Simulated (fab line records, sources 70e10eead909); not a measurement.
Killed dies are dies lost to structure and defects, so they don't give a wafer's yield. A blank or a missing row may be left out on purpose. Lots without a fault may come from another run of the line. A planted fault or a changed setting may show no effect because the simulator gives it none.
fab line records | flow nand_harc
record lots=13 wafers=39 last_day=33
route steps=1302 shown A_M0@1137 THIN_TSV@1259 END@1302
lots that met no fault: from a run of the same line without faults
start_h: hours from the record's first day to the start of the lot's first wafer shown | wait_h: hours since the lot's step before | " the same as in the row above | L1.1+2: a row that stands for several wafers | - no value, or no start given | * or withheld: withheld | < > ~ a bound
route shown NAME@n: a module of which the file shows steps, and the number in the route of the first | usual: mean/standard deviation of fault-free wafers | same: alike in all rows | chamber/n: place in a boat | sites: the reading at each site | _std_site: their standard deviation | _edge_site: outer sites' mean less inner sites' | radius_mm: how far each site lies from the wafer's centre | mask NAME#n: copy n | behind: the tool/chamber that last shaped the wafer | hold: why the lot was held/for how many hours/how that ended | device: the transistor (n, p or np) that didn't switch | end of line: the same wafers' tests at the end of the route | a step without rows: its recipe alone | killed: dies lost to structure and defects at the first sort, not the wafer's yield | map: a wafer's dies, x killed, . not, _ none there
set.NAME: the setting as run; set.NAME@STEP: as run at that earlier step | model.NAME: the simulator's own value behind a step, which no gauge read
steps of the route over a sample of lots; a table a step, a row a wafer
services: from which hour (start_h, from the record's first day; less than 0 if before it) a tool's chamber was out of use, for how many hours, and why
## steps
# step NHARC_A_M0_DEP_00
# recipe target_thk_a=1500 target_thk_nm=150 temp_c=withheld pressure_torr=5 flow_sccm=200 rf_w=600 material=SiOC
# columns lot.wafer tool chamber start_h wait_h
L351.1+6+4 pecvd-01 2,1,2 535.19 0.2
L353.3+1+2 pecvd-01 2,0,1 552.93 0.1
L355.2+5+6 pecvd-02 2,1,2 569.78 0.1
L354.2+1+5 pecvd-04 0,1,1 578.20 0.1
L356.1+6+5 pecvd-01 0,1,0 582.62 0.2
L358.2+3+6 pecvd-01 1,2,2 584.48 0.1
L360.2+1+6 pecvd-01 2,0,0 609.20 0.1
L361.3+4+5 pecvd-02 1,2,1 623.88 0.2
L362.2+6+4 pecvd-02 1,2,1 640.50 0.2
L364.3+1+4 pecvd-02 2,0,1 661.71 0.1
L366.1+3+4 pecvd-01 2,0,0 667.09 0.1
L368.3+5+6 pecvd-01 2,2,0 672.61 0.1
L372.1+4+5 pecvd-04 2,1,2 738.35 0.2
# step NHARC_THIN_TSV_CD_MEAS_12
# recipe target_cd_nm=1000 landing_energy_ev=500
# usual cd_nm=997.6/2.9
# columns lot.wafer tool chamber start_h wait_h cd_nm
L351.1 cd_sem-01 0 559.53 - 997.2
L351.4 " 0 " " 998.4
L351.6 " 0 " " 993.6
L353.1 cd_sem-01 0 577.06 - 1003.7
L353.2 " 0 " " 1000.9
L353.3 " 0 " " 1001.0
L355.2 cd_sem-03 0 594.43 - 999.5
L355.5 " 0 " " 997.5
L355.6 " 0 " " 998.3
L354.1 cd_sem-03 0 604.17 - 997.6
L354.2 " 0 " " 995.5
L354.5 " 0 " " 997.7
L356.1 cd_sem-03 0 609.07 - 992.0
L356.5 " 0 " " 995.4
L356.6 " 0 " " 998.3
L358.2 cd_sem-01 0 610.16 - 996.5
L358.3 " 0 " " 997.7
L358.6 " 0 " " 997.9
L360.1 cd_sem-03 0 636.53 - 997.2
L360.2 " 0 " " 996.2
L360.6 " 0 " " 993.9
L361.3 cd_sem-01 0 648.25 - 998.2
L361.4 " 0 " " 999.2
L361.5 " 0 " " 1000.7
L362.2 cd_sem-01 0 666.84 - 997.5
L362.4 " 0 " " 993.5
L362.6 " 0 " " 997.8
L364.1 cd_sem-01 0 690.32 - 997.0
L364.3 " 0 " " 998.3
L364.4 " 0 " " 995.7
L366.1 cd_sem-02 0 693.00 - 1003.7
L368.3 cd_sem-02 0 698.23 - 995.0
L368.5 " 0 " " 995.5
L372.1 cd_sem-02 0 764.14 - 998.3
L372.4 " 0 " " 999.3
L372.5 " 0 " " 995.9
# step NHARC_THIN_TSV_STRIP_62
# recipe power_w=1500 temp_c=250 time_s=20 chemistry=N2/H2
# usual drypump_motor_current_A=5.67/0.18 heater_power_w=312/32
# same time_s=20
# columns lot.wafer tool chamber start_h wait_h drypump_motor_current_A heater_power_w rf_hours_counter_h
L351.1 plasma_asher-02 0 562.27 - 5.48 295 25
L351.4 " 1 " " 5.95 343 -
L351.6 " 1 " " 5.94 336 -
L353.1 plasma_asher-01 1 579.65 - 5.56 347 10
L353.2 " 0 " " 5.63 276 10
L353.3 " 0 " " 5.65 269 -
L355.2 plasma_asher-01 1 597.04 - 5.61 353 14
L355.5 " 1 " " 5.57 348 -
L355.6 " 0 " " 5.66 272 -
L354.1 plasma_asher-01 0 606.84 - 5.65 276 16
L354.2 " 1 " " 5.57 342 16
L354.5 " 1 " " 5.57 351 -
L356.1 plasma_asher-01 1 611.69 - 5.58 346 18
L356.5 " 0 " " 5.62 275 -
L356.6 " 1 " " 5.56 351 -
L358.2 plasma_asher-02 1 613.05 - 5.94 346 0
L358.3 " 0 " " 5.47 274 -
L358.6 " 1 " " 5.93 344 -
L360.1 plasma_asher-02 0 639.12 - 5.49 279 7
L360.2 " 1 " " 5.94 343 7
L360.6 " 0 " " 5.50 277 -
L361.3 plasma_asher-01 1 650.89 - 5.60 340 -
L361.4 " 0 " " 5.63 275 -
L361.5 " 1 " " 5.55 348 -
L362.2 plasma_asher-02 0 672.82 - 5.50 285 13
L362.4 " 1 " " 5.95 338 -
L362.6 " 0 " " 5.49 282 -
L364.1 plasma_asher-01 0 692.91 - 5.65 275 34
L364.3 " 0 " " 5.63 274 -
L364.4 " 1 " " 5.59 336 -
L366.1 plasma_asher-02 0 695.60 - 5.49 285 18
L368.3 plasma_asher-02 1 701.24 - 5.93 329 -
L368.5 " 0 " " 5.48 281 -
L372.1 plasma_asher-02 0 767.74 - 5.48 284 35
L372.4 " 0 " " 5.47 284 -
L372.5 " 0 " " 5.48 286 -
# step NHARC_THIN_TSV_PRE_CLEAN_54
# recipe time_s=30 temp_c=280 gas=H2/He
# usual heater_power_w=392/37
# same time_s=30
# columns lot.wafer tool chamber start_h wait_h heater_power_w
L351.4 pvd_sputter-03 - 564.48 0.1 374
L351.1 " - " " 466
L351.6 " - " " 346
L353.1 pvd_sputter-02 - 581.96 0.0 438
L353.2 " - " " 388
L353.3 " - " " 352
L355.2 pvd_sputter-02 - 599.77 0.1 411
L355.5 " - " " 388
L355.6 " - " " 431
L354.1 pvd_sputter-02 - 609.08 0.0 358
L354.2 " - " " 429
L354.5 " - " " 370
L356.1 pvd_sputter-02 - 613.89 0.0 363
L356.6 " - " " 363
L356.5 " - " " 388
L358.2 pvd_sputter-03 - 615.27 0.0 363
L358.3 " - " " 385
L358.6 " - " " 379
L360.1 pvd_sputter-03 - 641.40 0.1 373
L360.2 " - " " 343
L360.6 " - " " 355
L361.4 pvd_sputter-03 - 653.07 0.0 461
L361.3 " - " " 378
L361.5 " - " " 357
L362.4 pvd_sputter-03 - 675.28 0.1 370
L362.2 " - " " 344
L362.6 " - " " 454
L364.4 pvd_sputter-01 - 695.15 0.1 357
L364.3 " - " " 373
L364.1 " - " " 374
L366.1 pvd_sputter-01 - 698.12 0.0 378
L368.3 pvd_sputter-03 - 703.48 0.1 355
L368.5 " - " " 459
L372.4 pvd_sputter-02 - 769.97 0.0 384
L372.1 " - " " 396
L372.5 " - " " 401
# step NHARC_END_SORT_01
# recipe temp_c=25
# usual defect_limited_yield=92.3/2.7 killed_at_array=47/18 killed_at_other=0.9/1.1 killed_at_periphery=4/3.1 killed_dies=52/18 killed_open=3.1/1.5 killed_short=2.4/1.5 sort_bin_2_pct=2.7/1.2 sort_bin_3_pct=0.6/0.38 sort_bin_4_pct=4.5/1.5 sort_n_pass=625/18 sort_rim_yield_pct=89/4.5 sort_yield_pct=92.3/2.7
# same gross_dies=677 sort_bin_5_pct[%]=0 sort_bin_6_pct[%]=0 sort_bin_7_pct[%]=0 sort_bin_8_pct[%]=0 sort_rim_n_gross=106.00
# columns lot.wafer tool chamber start_h wait_h defect_limited_yield[%] killed_at_array killed_at_other killed_at_periphery killed_dies killed_open killed_short sort_bin_2_pct[%] sort_bin_3_pct[%] sort_bin_4_pct[%] sort_n_pass sort_rim_yield_pct[%] sort_yield_pct[%]
L366.1 prober-02 0 711.59 2.5 89.7 53 0 17 70 7 6 2.5 0.4 7.4 607 90 89.7
L366.3 prober-02 0 713.19 3.1 0 666 1 10 677 1 2 95.0 0.9 4.1 0 0 0
L366.4 prober-02 0 713.99 3.4 0 669 0 8 677 4 2 92.0 1.0 6.9 0 0 0
L368.3 prober-02 0 721.01 3.1 92.9 48 0 0 48 2 2 2.4 0.6 4.1 629 83 92.9
L368.5 prober-02 0 722.62 3.7 92.0 51 2 1 54 3 1 3.4 0.9 3.7 623 84 92.0
L368.6 prober-02 0 723.42 4.0 0 675 0 2 677 2 3 92.8 0.7 6.5 0 0 0
# killed by level:class
L366.1 A_CHANNEL_HOLE_D2:chamber_film_flake=16 A_CHANNEL_HOLE_D1:chamber_film_flake=10 P_CONTACT:chamber_film_flake=8 A_CONTACT:chamber_film_flake=6 A_SLIT:chamber_film_flake=6 P_M2:chamber_film_flake=4 A_STAIRCASE:chamber_film_flake=4 A_M0:geometric_particle:open=3
L366.3 A_M0:area_dep=626 A_CHANNEL_HOLE_D2:chamber_film_flake=14 A_CHANNEL_HOLE_D1:chamber_film_flake=12 A_CONTACT:chamber_film_flake=9 P_GATE:chamber_film_flake=4 P_M2:chamber_film_flake=3 P_CONTACT:chamber_film_flake=2 A_DECK1_JOINT:geometric_particle:short=1
L366.4 A_M0:area_dep=600 A_CHANNEL_HOLE_D1:chamber_film_flake=33 A_CHANNEL_HOLE_D2:chamber_film_flake=19 A_CONTACT:chamber_film_flake=10 P_CONTACT:chamber_film_flake=3 P_M0:geometric_particle:short=2 P_ZERO_WELL:chamber_film_flake=2 A_ONON_D1:geometric_particle:open=1
L368.3 A_SLIT:chamber_film_flake=20 A_CHANNEL_HOLE_D1:chamber_film_flake=14 A_CONTACT:chamber_film_flake=6 A_STAIRCASE:chamber_film_flake=3 A_CHANNEL_FILL_D1:geometric_particle:open=2 A_ONON_D1:geometric_particle:short=1 A_WL_FILL:geometric_particle:short=1 A_DECK1_JOINT:chamber_film_flake=1
L368.5 A_SLIT:chamber_film_flake=25 A_CHANNEL_HOLE_D1:chamber_film_flake=17 A_DECK1_JOINT:chamber_film_flake=2 A_WL_FILL:chamber_film_flake=2 A_CONTACT:chamber_film_flake=2 A_CONTACT:geometric_particle:open=1 A_BLC:geometric_particle:open=1 P_ZERO_WELL:chamber_film_flake=1
L368.6 A_M0:area_dep=604 A_CHANNEL_HOLE_D1:chamber_film_flake=34 A_SLIT:chamber_film_flake=22 A_STAIRCASE:chamber_film_flake=3 A_CONTACT:chamber_film_flake=3 A_WL_FILL:chamber_film_flake=2 A_SOURCE_PLATE:geometric_particle:short=1 A_ONON_D1:geometric_particle:short=1
## services
# columns tool chamber start_h hours kind
plasma_asher-01 - 519.78 9.0 pm
pvd_sputter-03 - 526.08 10.0 pm
pecvd-04 2 581.28 10.2 repair
pvd_sputter-01 - 582.00 10.0 pm
pecvd-02 - 589.20 13.0 pm
plasma_asher-02 - 603.00 9.0 pm
pvd_sputter-02 - 603.37 4.7 repair
pecvd-02 - 609.10 0.8 repair
pecvd-04 1 612.02 3.6 repair
pecvd-04 - 631.26 13.0 pm
pvd_sputter-02 - 638.00 10.0 pm
pvd_sputter-02 - 648.99 3.2 repair
pecvd-01 - 673.04 13.0 pm
pecvd-01 0 673.04 13.0 vent_cycle
pecvd-01 1 673.04 13.0 vent_cycle
pecvd-01 2 673.04 13.0 vent_cycle
pecvd-01 0 686.04 - clean
plasma_asher-01 - 697.01 9.0 pm
pvd_sputter-03 - 704.08 10.0 pm
pecvd-02 0 715.13 4.7 repair
pecvd-01 1 745.94 5.3 repair
plasma_asher-01 - 753.84 14.1 repair
pecvd-01 1 757.01 6.7 repair
pvd_sputter-01 - 760.00 10.0 pm
## key
first_sign step=NHARC_END_SORT_01 reading=sort_bin_2_pct direction=up sigmas=76 usual=2.7 struck=93.3
effect step=NHARC_END_SORT_01 reading=killed_at_array direction=up sigmas=35 usual=47 struck=670
more_kills_born_at NHARC_A_M0_DEP_00@pecvd-01=1830
met_at NHARC_A_M0_DEP_00
struck_lots L366,L368
struck_wafers L366.3,L366.4,L368.6
later_rows_left_out L366.3,L366.4,L368.6
not_acting_at NHARC_THIN_TSV_CD_MEAS_12,NHARC_THIN_TSV_STRIP_62,NHARC_THIN_TSV_PRE_CLEAN_54
onset_between 609.20 667.09
fault kind=process_parameter_drift tool=pecvd-01 chamber=0 onset_h=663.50 steps=NHARC_A_M0_DEP_00 channel=target_thk_a offset=* shape=step end_h=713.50 acts_in=* stated=*
# later_rows_left_out: the simulator's readings of these wafers behind a module that went badly wrong aren't trusted and aren't shown, but for the sort
